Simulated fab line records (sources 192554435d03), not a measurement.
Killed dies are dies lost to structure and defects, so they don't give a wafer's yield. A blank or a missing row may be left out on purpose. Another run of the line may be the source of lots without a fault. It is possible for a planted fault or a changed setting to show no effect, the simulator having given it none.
Matching of chambers    flow n5-finfet    N5_BEOL_M2_ETCH_70 on rie-diel-03: 4 sister chambers
The step etches SOC in N2/H2, target depth 80 nm, overetch 24 nm, time 130 s. 4 wafers are shown with their chamber, then 9 later ones without.

EACH WAFER AND ITS CHAMBER
wafer   chamber  drypump-motor-current-A (A)
L087.4  1        5.94
L088.3  2        6.07
L089.1  3        5.88
L089.6  0        5.44

WAFERS WITHOUT THEIR CHAMBER
wafer   drypump-motor-current-A (A)
L091.2  5.94
L091.3  5.45
L091.5  5.95
L092.1  6.07
L092.4  5.44
L092.5  5.41
L095.1  5.95
L095.3  6.07
L095.6  6.09

CHAMBER TAKEN BY EACH
wafer   from the rows above  in truth
L091.2  1                    1
L091.3  0                    0
L091.5  1                    1
L092.1  2                    2
L092.4  0                    0
L092.5  0                    0
L095.1  1                    1
L095.3  2                    2
L095.6  2                    2
Correct placement for 9 of the 9. Can't be placed from these rows: 0. 0 placed wrongly.
How it was worked out, from the rows above alone: a wafer's distance from a chamber is the root of the sum, over the readings, of the square of ((its reading less the chamber's mean) divided by the reading's scatter). The wafer belongs to the nearest chamber; if the next one is less than 2 further off, it can't be placed. A chamber's mean is the mean of its shown wafers. The scatter: with one shown wafer a chamber, the root of the mean of the squares of how far each hidden wafer lies from its nearest shown one.
